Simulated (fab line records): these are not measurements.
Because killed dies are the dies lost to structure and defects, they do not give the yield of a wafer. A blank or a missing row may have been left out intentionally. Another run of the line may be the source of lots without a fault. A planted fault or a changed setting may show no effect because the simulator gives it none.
fab line records | flow nand_harc
[record] lots = 12 | wafers = 36 | last_day = 24
route steps=1159 shown P_M2@349 A_ONON_D1@442 A_CHANNEL_HOLE_D1@466 END@1159
lots that met no fault: from a run of the same line without faults
start_h: start of the lot's first displayed wafer, in hours after the record's first day | wait_h: time in hours since the lot's previous step | " as in the row above | L1.1+2: several wafers, shown together as one row | - value missing, or start not given | * or withheld: withheld | < > ~ a bound
route shown NAME@n: a module of which the file shows steps, and the number in the route of the first | usual: mean/standard deviation taken from wafers without a fault | same: alike in all rows | chamber/n: place in a boat | sites: the reading at each site | _std_site: the values' standard deviation | _edge_site: mean of outer sites minus mean of inner sites | radius_mm: for every site, how far away it sits from the centre of the wafer | mask NAME#n: copy n | behind: the most recent tool/chamber to have shaped the wafer | hold: what put the lot on hold/how long, in hours/how the hold closed | device: whichever transistor did not switch (one of n, p or np) | end of line: the route-end tests of the same wafers | for a step that has no rows: nothing shown but its recipe | killed: not the wafer's yield, but the dies lost to structure and defects at the first sort | map: a wafer's dies, x killed, . not, _ none there
set.NAME: setting as actually run; set.NAME@STEP: the setting as run at that earlier step | model.NAME: the simulator's own value behind a step, which no gauge read
steps of the route over a sample of lots; a table a step, a row a wafer
services: a tool's chamber out of use, with start hour (start_h, from the record's first day; less than 0 if before it), hours out, and reason
[[steps]]
[step NHARC_P_M2_PRE_CLEAN_32]
[recipe] time_s = 12 | temp_c = 370 | rf_power_w = 300 | gas = NH3
[usual] heater_power_w = 655/64
lot.wafer | tool     | chamber | start_h | wait_h | heater_power_w | since_wet_clean_h
L107.1    | pecvd-01 | 2       | 122.22  | 0.1    | 630            | 53
L107.5    | "        | 0       | "       | "      | 568            | -
L107.6    | "        | 1       | "       | "      | 681            | -
L109.2    | pecvd-03 | 2       | 146.49  | 0.5    | 755            | 22
L109.6    | "        | 2       | "       | "      | 752            | -
L109.4    | "        | 1       | "       | "      | 624            | -
L112.2    | pecvd-03 | 1       | 155.98  | 0.1    | 658            | 32
L112.3    | "        | 2       | "       | "      | 847            | 32
L112.1    | "        | 0       | "       | "      | 595            | 32
L113.2    | pecvd-03 | 1       | 175.77  | 0.1    | 656            | 52
L113.6    | "        | 1       | "       | "      | 643            | -
L113.5    | "        | 0       | "       | "      | 558            | -
L115.3    | pecvd-01 | 0       | 176.75  | 0.1    | 642            | 107
L115.1    | "        | 2       | "       | "      | 621            | 107
L115.6    | "        | 0       | "       | "      | 647            | -
L119.2    | pecvd-02 | 1       | 203.29  | 0.1    | 618            | 37
L119.6    | "        | 2       | "       | "      | 608            | -
L119.5    | "        | 0       | "       | "      | 611            | -
L120.1    | pecvd-01 | 2       | 215.24  | 0.1    | 695            | 146
L120.6    | "        | 1       | "       | "      | 691            | -
L120.4    | "        | 2       | "       | "      | 682            | -
L121.3    | pecvd-02 | 0       | 216.04  | 0.1    | 659            | 50
L121.5    | "        | 0       | "       | "      | 649            | -
L121.4    | "        | 1       | "       | "      | 633            | -
L123.1    | pecvd-01 | 0       | 226.04  | 0.1    | 676            | 157
L123.5    | "        | 1       | "       | "      | 618            | -
L123.6    | "        | 2       | "       | "      | 666            | -
L125.1    | pecvd-02 | 0       | 246.74  | 0.8    | 661            | 80
L125.6    | "        | 0       | "       | "      | 664            | -
L125.5    | "        | 1       | "       | "      | 625            | -
L128.1    | pecvd-03 | 1       | 246.91  | 0.1    | 621            | 123
L128.6    | "        | 2       | "       | "      | 837            | -
L128.5    | "        | 0       | "       | "      | 573            | -
L127.3    | pecvd-03 | 2       | 250.16  | 0.1    | 690            | 126
L127.2    | "        | 0       | "       | "      | 573            | 126
L127.6    | "        | 2       | "       | "      | 693            | -
[step NHARC_A_ONON_D1_DEP_25]
[recipe] target_thk_a = 10000 | n2_flow_sccm = 2750 | n2o_flow_sccm = 2000 | nh3_flow_sccm = 500 | sih4_flow_sccm = 210 | temp_c = 400
[usual] sih4_flow_sccm = 210.0/0.65
lot.wafer | tool          | chamber | start_h | wait_h | sih4_flow_sccm
L107.1    | pecvd_onon-02 | 0       | 162.16  | 0.1    | 209.9
L107.5    | "             | 0       | "       | "      | 210.4
L107.6    | "             | 0       | "       | "      | 211.0
L109.2    | pecvd_onon-02 | 0       | 185.60  | 0.1    | 209.4
L109.4    | "             | 0       | "       | "      | 209.9
L109.6    | "             | 0       | "       | "      | 210.5
L112.1    | pecvd_onon-03 | 0       | 194.29  | 0.1    | 209.9
L112.2    | "             | 0       | "       | "      | 209.3
L112.3    | "             | 0       | "       | "      | 209.6
L115.1    | pecvd_onon-04 | 0       | 214.99  | 0.1    | 210.4
L115.3    | "             | 0       | "       | "      | 210.0
L115.6    | "             | 0       | "       | "      | 210.7
L113.2    | pecvd_onon-03 | 0       | 215.19  | 0.1    | 209.0
L113.5    | "             | 0       | "       | "      | 209.7
L113.6    | "             | 0       | "       | "      | 209.9
L119.2    | pecvd_onon-03 | 0       | 242.21  | 0.1    | 210.2
L119.5    | "             | 0       | "       | "      | 210.1
L119.6    | "             | 0       | "       | "      | 208.9
L120.1    | pecvd_onon-04 | 0       | 259.03  | 0.1    | 209.8
L120.4    | "             | 0       | "       | "      | 209.3
L120.6    | "             | 0       | "       | "      | 209.7
L121.3    | pecvd_onon-03 | 0       | 259.15  | 0.2    | 209.9
L121.4    | "             | 0       | "       | "      | 210.9
L121.5    | "             | 0       | "       | "      | 210.2
L123.1    | pecvd_onon-02 | 0       | 265.62  | 0.1    | 208.8
L123.5    | "             | 0       | "       | "      | 210.6
L123.6    | "             | 0       | "       | "      | 209.8
L128.1    | pecvd_onon-04 | 0       | 285.19  | 0.1    | 208.9
L128.5    | "             | 0       | "       | "      | 210.7
L128.6    | "             | 0       | "       | "      | 209.5
L125.1    | pecvd_onon-02 | 0       | 285.46  | 0.2    | 210.1
L125.5    | "             | 0       | "       | "      | 210.3
L125.6    | "             | 0       | "       | "      | 209.9
L127.2    | pecvd_onon-04 | 0       | 289.50  | 0.1    | 210.0
L127.3    | "             | 0       | "       | "      | 211.3
L127.6    | "             | 0       | "       | "      | 210.0
[step NHARC_A_ONON_D1_THK_MEAS_27]
[recipe] thk_meas_gauge = ellipsometry
[usual] thk_nm = 999/9.9
lot.wafer | tool          | chamber | start_h | wait_h | thk_nm
L107.1    | film_metro-01 | -       | 162.67  | -      | 1001
L107.5    | "             | -       | "       | "      | 999
L107.6    | "             | -       | "       | "      | 1001
L109.2    | film_metro-01 | -       | 186.05  | -      | 1007
L109.4    | "             | -       | "       | "      | 1009
L109.6    | "             | -       | "       | "      | 1008
L112.1    | film_metro-01 | -       | 194.83  | -      | 1001
L112.2    | "             | -       | "       | "      | 1002
L112.3    | "             | -       | "       | "      | 1002
L115.1    | film_metro-01 | -       | 215.50  | -      | 992
L115.3    | "             | -       | "       | "      | 991
L115.6    | "             | -       | "       | "      | 990
L113.2    | film_metro-01 | -       | 215.65  | -      | 989
L113.5    | "             | -       | "       | "      | 988
L113.6    | "             | -       | "       | "      | 986
L119.2    | film_metro-02 | -       | 242.66  | -      | 1615
L119.5    | "             | -       | "       | "      | 1614
L119.6    | "             | -       | "       | "      | 1614
L120.1    | film_metro-01 | -       | 259.54  | -      | 998
L120.4    | "             | -       | "       | "      | 1000
L120.6    | "             | -       | "       | "      | 999
L121.3    | film_metro-02 | -       | 259.54  | -      | 1612
L121.4    | "             | -       | "       | "      | 1609
L121.5    | "             | -       | "       | "      | 1612
L123.1    | film_metro-01 | -       | 266.13  | -      | 1016
L123.5    | "             | -       | "       | "      | 1017
L123.6    | "             | -       | "       | "      | 1016
L128.1    | film_metro-01 | -       | 285.71  | -      | 1000
L128.5    | "             | -       | "       | "      | 1000
L128.6    | "             | -       | "       | "      | 1000
L125.1    | film_metro-02 | -       | 285.97  | -      | 998
L125.5    | "             | -       | "       | "      | 996
L125.6    | "             | -       | "       | "      | 998
L127.2    | film_metro-02 | -       | 289.96  | -      | 1011
L127.3    | "             | -       | "       | "      | 1012
L127.6    | "             | -       | "       | "      | 1011
[step NHARC_A_ONON_D1_DEP_33]
[recipe] target_thk_a = 2000 | temp_c = 400 | pressure_torr = 6.5 | rf_w = 900 | teos_flow_sccm = 161.4 | flow_sccm = 2650 | target_thk_nm = 200 | gas = O2 | material = SiO2
[usual] heater_power_w = 549/96 | throttle_valve_pct = 16.1/0.46
lot.wafer | tool     | chamber | start_h | wait_h | heater_power_w | since_wet_clean_h | throttle_valve_pct
L107.1    | pecvd-01 | 2       | 163.38  | 0.1    | 659            | 94                | 15.8
L107.6    | "        | 2       | "       | "      | 680            | -                 | 15.7
L107.5    | "        | 0       | "       | "      | 528            | -                 | 17.2
L109.2    | pecvd-04 | 1       | 186.70  | 0.1    | 520            | 159               | 15.8
L109.6    | "        | 1       | "       | "      | 528            | -                 | 16.1
L109.4    | "        | 0       | "       | "      | 553            | -                 | 15.6
L112.1    | pecvd-01 | 1       | 195.45  | 0.1    | 553            | 126               | 16.5
L112.2    | "        | 2       | "       | "      | 633            | 126               | 16.1
L112.3    | "        | 0       | "       | "      | 604            | 126               | 16.9
L115.1    | pecvd-03 | 1       | 216.16  | 0.1    | 605            | 92                | 16.2
L115.3    | "        | 2       | "       | "      | 796            | 92                | 16.2
L115.6    | "        | 2       | "       | "      | 768            | -                 | 16.2
L113.2    | pecvd-03 | 2       | 216.43  | 0.2    | 689            | 92                | 16.5
L113.6    | "        | 2       | "       | "      | 720            | -                 | 16.2
L113.5    | "        | 0       | "       | "      | 420            | -                 | 16.0
L119.2    | pecvd-03 | 0       | 243.54  | 0.3    | 453            | 120               | 16.1
L119.5    | "        | 1       | "       | "      | 580            | -                 | 16.2
L119.6    | "        | 0       | "       | "      | 465            | -                 | 16.4
L120.1    | pecvd-01 | 1       | 260.42  | 0.3    | 666            | 10                | 16.7
L120.4    | "        | 2       | "       | "      | 630            | -                 | 15.6
L120.6    | "        | 0       | "       | "      | 573            | -                 | 16.8
L121.3    | pecvd-04 | 1       | 260.55  | 0.4    | 567            | 52                | 15.7
L121.4    | "        | 0       | "       | "      | 461            | -                 | 15.7
L121.5    | "        | 1       | "       | "      | 574            | -                 | 15.9
L123.1    | pecvd-04 | 2       | 266.86  | 0.1    | 452            | 58                | 15.5
L123.6    | "        | 0       | "       | "      | 481            | -                 | 15.9
L123.5    | "        | 1       | "       | "      | 590            | -                 | 15.9
L128.1    | pecvd-03 | 0       | 286.38  | 0.1    | 498            | 162               | 16.1
L128.5    | "        | 0       | "       | "      | 508            | -                 | 16.3
L128.6    | "        | 2       | "       | "      | 797            | -                 | 16.7
L125.1    | pecvd-04 | 1       | 286.70  | 0.1    | 619            | 78                | 15.6
L125.5    | "        | 0       | "       | "      | 550            | -                 | 16.0
L125.6    | "        | 1       | "       | "      | 624            | -                 | 15.7
L127.3    | pecvd-04 | 0       | 290.58  | 0.1    | 487            | 82                | 16.0
L127.2    | "        | 2       | "       | "      | 445            | 82                | 15.7
L127.6    | "        | 0       | "       | "      | 499            | -                 | 16.1
[step NHARC_A_CHANNEL_HOLE_D1_ETCH_38]
[recipe] target_depth_a = 390 | over_etch_frac = 0.3 | time_s = 65 | ion_energy_ev = 80 | cf4_flow_sccm = 150 | ar_flow_sccm = 0 | rf_w = 300 | bias_w = 100 | chemistry = CF4
[usual] chamber_pressure_mTorr = 50.00/0.05 | drypump_motor_current_A = 5.9/0.31 | oes_product_au = 1.003/0.0089 | rf_vpp_V = 151.7/1.3 | showerhead_plenum_p_Torr = 1.80/0.089 | throttle_valve_pct = 13.285/0.0096
[same] over_etch_frac = 0.3
lot.wafer | tool        | chamber | start_h | wait_h | chamber_pressure_mTorr | drypump_motor_current_A | oes_product_au | rf_hours_counter_h | rf_vpp_V | showerhead_plenum_p_Torr | throttle_valve_pct
L107.1    | rie_diel-09 | 2       | 166.91  | 0.1    | 49.96                  | 5.8                     | 1.015          | 5                  | 151.7    | 1.74                     | 13.289
L107.5    | "           | 1       | "       | "      | 50.03                  | 5.8                     | 0.994          | -                  | 151.7    | 1.68                     | 13.284
L107.6    | "           | 2       | "       | "      | 49.98                  | 5.8                     | 1.005          | -                  | 150.3    | 1.74                     | 13.284
L109.4    | rie_diel-09 | 3       | 190.67  | 0.1    | 50.01                  | 5.9                     | 1.001          | 5                  | 152.7    | 1.89                     | 13.286
L109.2    | "           | 0       | "       | "      | 50.09                  | 6.1                     | 1.009          | 5                  | 153.7    | 1.88                     | 13.280
L109.6    | "           | 1       | "       | "      | 49.97                  | 5.8                     | 1.001          | -                  | 150.9    | 1.68                     | 13.295
L112.1    | rie_diel-09 | 1       | 199.09  | 0.1    | 49.92                  | 5.8                     | 0.994          | 6                  | 149.8    | 1.68                     | 13.291
L112.2    | "           | 2       | "       | "      | 49.99                  | 5.8                     | 1.013          | 6                  | 150.8    | 1.74                     | 13.269
L112.3    | "           | 3       | "       | "      | 50.03                  | 5.9                     | 1.017          | 6                  | 153.7    | 1.89                     | 13.269
L115.3    | rie_diel-10 | 1       | 221.04  | 0.1    | 50.01                  | 6.0                     | 1.010          | 1                  | 150.4    | 1.66                     | 13.291
L115.1    | "           | 3       | "       | "      | 49.92                  | 5.6                     | 1.016          | 2                  | 151.0    | 1.73                     | 13.284
L115.6    | "           | 1       | "       | "      | 49.99                  | 5.9                     | 1.014          | -                  | 150.7    | 1.66                     | 13.290
L113.2    | rie_diel-10 | 2       | 221.07  | 0.1    | 49.96                  | 5.5                     | 0.997          | 2                  | 152.9    | 1.89                     | 13.285
L113.6    | "           | 2       | "       | "      | 50.00                  | 5.5                     | 1.006          | -                  | 152.9    | 1.90                     | 13.297
L113.5    | "           | 3       | "       | "      | 49.99                  | 5.6                     | 1.004          | -                  | 151.3    | 1.73                     | 13.278
L120.4    | rie_diel-10 | 0       | 266.43  | 0.1    | 50.04                  | 5.6                     | 1.003          | 6                  | 152.7    | 1.89                     | 13.271
L120.1    | "           | 1       | "       | "      | 50.03                  | 5.9                     | 1.009          | 6                  | 148.7    | 1.66                     | 13.281
L120.6    | "           | 1       | "       | "      | 49.99                  | 5.9                     | 1.012          | -                  | 151.0    | 1.66                     | 13.286
L123.1    | rie_diel-04 | 1       | 270.60  | 0.1    | 49.98                  | 5.3                     | 0.990          | 12                 | 151.3    | 1.85                     | 13.266
L123.5    | "           | 2       | "       | "      | 49.92                  | 6.4                     | 1.001          | -                  | 149.5    | 1.74                     | 13.276
L123.6    | "           | 3       | "       | "      | 49.96                  | 6.5                     | 0.998          | -                  | 150.5    | 1.71                     | 13.290
L128.1    | rie_diel-09 | 2       | 289.76  | 0.1    | 50.01                  | 5.8                     | 1.001          | 2                  | 151.2    | 1.74                     | 13.278
L128.6    | "           | 3       | "       | "      | 50.04                  | 5.9                     | 1.006          | -                  | 152.9    | 1.89                     | 13.287
L128.5    | "           | 0       | "       | "      | 50.02                  | 6.1                     | 1.016          | -                  | 152.4    | 1.88                     | 13.280
L125.1    | rie_diel-09 | 0       | 291.30  | 0.1    | 49.93                  | 6.0                     | 1.008          | 3                  | 153.0    | 1.88                     | 13.296
L125.6    | "           | 3       | "       | "      | 50.08                  | 5.8                     | 1.007          | -                  | 154.0    | 1.89                     | 13.301
L125.5    | "           | 0       | "       | "      | 50.03                  | 6.0                     | 1.009          | -                  | 152.7    | 1.88                     | 13.304
L127.2    | rie_diel-09 | 3       | 294.05  | 0.1    | 50.03                  | 5.9                     | 1.008          | 4                  | 151.8    | 1.89                     | 13.285
L127.3    | "           | 0       | "       | "      | 49.98                  | 6.1                     | 1.019          | 4                  | 154.2    | 1.88                     | 13.282
L127.6    | "           | 3       | "       | "      | 49.94                  | 5.9                     | 1.011          | -                  | 152.6    | 1.89                     | 13.286
[step NHARC_END_SORT_01]
[recipe] temp_c = 25
[usual] killed_at_array = 31/12 | killed_at_other = 0.6/0.85 | killed_at_periphery = 3.0/2.3 | killed_dies = 35/12 | killed_open = 3.2/1.9 | killed_short = 1.8/1.4
[same] gross_dies = 677
lot.wafer | tool      | chamber | start_h | wait_h | killed_at_array | killed_at_other | killed_at_periphery | killed_dies | killed_open | killed_short
L119.2    | prober-02 | 0       | 509.53  | 2.8    | 671             | 2               | 4                   | 677         | 9           | 1
L119.5    | prober-02 | 0       | 511.87  | 3.6    | 676             | 0               | 1                   | 677         | 0           | 1
L119.6    | prober-02 | 0       | 512.65  | 3.9    | 673             | 0               | 4                   | 677         | 3           | 2
L121.3    | prober-01 | 0       | 543.23  | 3.1    | 676             | 0               | 1                   | 677         | 5           | 1
L121.4    | prober-01 | 0       | 544.03  | 3.4    | 677             | 0               | 0                   | 677         | 2           | 0
L121.5    | prober-01 | 0       | 544.83  | 3.7    | 675             | 0               | 2                   | 677         | 3           | 1
// killed by level:class
L119.2 A_ONON_D1:area_dep=651 A_CHANNEL_HOLE_D1:chamber_film_flake=7 A_CONTACT:chamber_film_flake=6 P_CONTACT:geometric_particle:open=2 A_CONTACT:geometric_particle:open=2 A_STAIRCASE:chamber_film_flake=2 P_CONTACT:geometric_particle:short=1 P_M1:geometric_particle:open=1
L119.5 A_ONON_D1:area_dep=660 A_CONTACT:chamber_film_flake=12 A_STAIRCASE:chamber_film_flake=2 A_WL_FILL:geometric_particle:short=1 P_STI:chamber_film_flake=1 A_CHANNEL_HOLE_D1:chamber_film_flake=1
L119.6 A_ONON_D1:area_dep=658 A_CONTACT:chamber_film_flake=5 A_STAIRCASE:chamber_film_flake=4 A_CONTACT:geometric_particle:open=2 A_CHANNEL_HOLE_D1:chamber_film_flake=2 P_M0:geometric_particle:open=1 P_M2:geometric_particle:short=1 A_BLC:geometric_particle:short=1
L121.3 A_ONON_D1:area_dep=644 A_CHANNEL_HOLE_D1:chamber_film_flake=22 A_CONTACT:geometric_particle:open=2 A_WL_FILL:chamber_film_flake=2 A_CONTACT:chamber_film_flake=2 P_CONTACT:geometric_particle:short=1 A_ONON_D1:geometric_particle:open=1 A_WL_FILL:geometric_particle:open=1
L121.4 A_ONON_D1:area_dep=645 A_CHANNEL_HOLE_D1:chamber_film_flake=25 A_WL_FILL:chamber_film_flake=2 A_ONON_D1:geometric_particle:open=1 A_CONTACT:geometric_particle:open=1 A_ZERO_WELL:chamber_film_flake=1 A_STAIRCASE:chamber_film_flake=1 A_CONTACT:chamber_film_flake=1
L121.5 A_ONON_D1:area_dep=643 A_CHANNEL_HOLE_D1:chamber_film_flake=22 A_STAIRCASE:chamber_film_flake=3 P_CONTACT:geometric_particle:open=1 A_CHANNEL_HOLE_D1:geometric_particle:open=1 A_CONTACT:geometric_particle:short=1 A_M0:geometric_particle:open=1 P_GATE:chamber_film_flake=1
[[services]]
tool          | chamber | start_h | hours | kind
pecvd-04      | 0       | 110.11  | 19.3  | repair
pecvd-03      | -       | 111.00  | 13.0  | pm
pecvd_onon-02 | -       | 111.32  | 13.0  | pm
rie_diel-04   | -       | 111.90  | 9.0   | pm
rie_diel-04   | 3       | 122.99  | 3.2   | repair
pecvd-02      | 1       | 143.85  | 4.5   | repair
pecvd_onon-04 | -       | 150.76  | 2.5   | repair
pecvd_onon-03 | -       | 153.16  | 13.0  | pm
pecvd-02      | -       | 153.43  | 13.0  | pm
pecvd-04      | -       | 161.77  | 0.6   | repair
rie_diel-04   | -       | 168.34  | 0.5   | repair
rie_diel-10   | -       | 176.50  | 9.0   | pm
pecvd-04      | -       | 195.80  | 13.0  | pm
rie_diel-04   | 2       | 224.64  | 4.7   | repair
pecvd-02      | 2       | 233.49  | 16.3  | repair
pecvd_onon-04 | -       | 237.00  | 13.0  | pm
rie_diel-10   | 3       | 237.06  | 7.2   | repair
pecvd-01      | -       | 237.38  | 13.0  | pm
rie_diel-09   | -       | 254.37  | 9.0   | pm
pecvd-03      | -       | 267.46  | 0.8   | repair
pecvd-01      | -       | 280.01  | 0.6   | repair
pecvd-03      | -       | 288.20  | 2.5   | repair
pecvd-03      | -       | 292.00  | 13.0  | pm
pecvd_onon-02 | -       | 292.32  | 13.0  | pm
[[key]]
[first_sign] step = NHARC_A_ONON_D1_THK_MEAS_27 | reading = thk_nm | direction = up | sigmas = 62 | usual = 999 | struck = 1613
[effect] step = NHARC_END_SORT_01 | reading = killed_dies | direction = up | sigmas = 56 | usual = 35 | struck = 677
[more_kills_born_at] NHARC_A_ONON_D1_DEP_25@pecvd_onon-03 = 3901
met_at NHARC_A_ONON_D1_DEP_25
struck_lots L119,L121
struck_wafers L119.2,L119.5,L119.6,L121.3,L121.4,L121.5
later_rows_left_out L119.2,L119.5,L119.6,L121.3,L121.4,L121.5
tester_left_out L119,L121
not_acting_at NHARC_P_M2_PRE_CLEAN_32,NHARC_A_ONON_D1_DEP_33,NHARC_A_CHANNEL_HOLE_D1_ETCH_38
onset_between 215.19 242.21
[fault] kind = process_parameter_drift | tool = pecvd_onon-03 | chamber = 0 | onset_h = 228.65 | steps = NHARC_A_ONON_D1_DEP_25 | channel = target_thk_a | offset = * | shape = step | end_h = 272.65 | acts_in = * | stated = *
// tester_left_out: of these lots the tester's yield and bins aren't shown, on N5 and GAA mostly nor the transistor test; their killed dies are dies lost to structure and defects alone, not to doping, threshold or leakage, so they don't give the yield
// later_rows_left_out: the simulator's readings of these wafers behind a module that went badly wrong aren't trusted and aren't shown, but for the sort
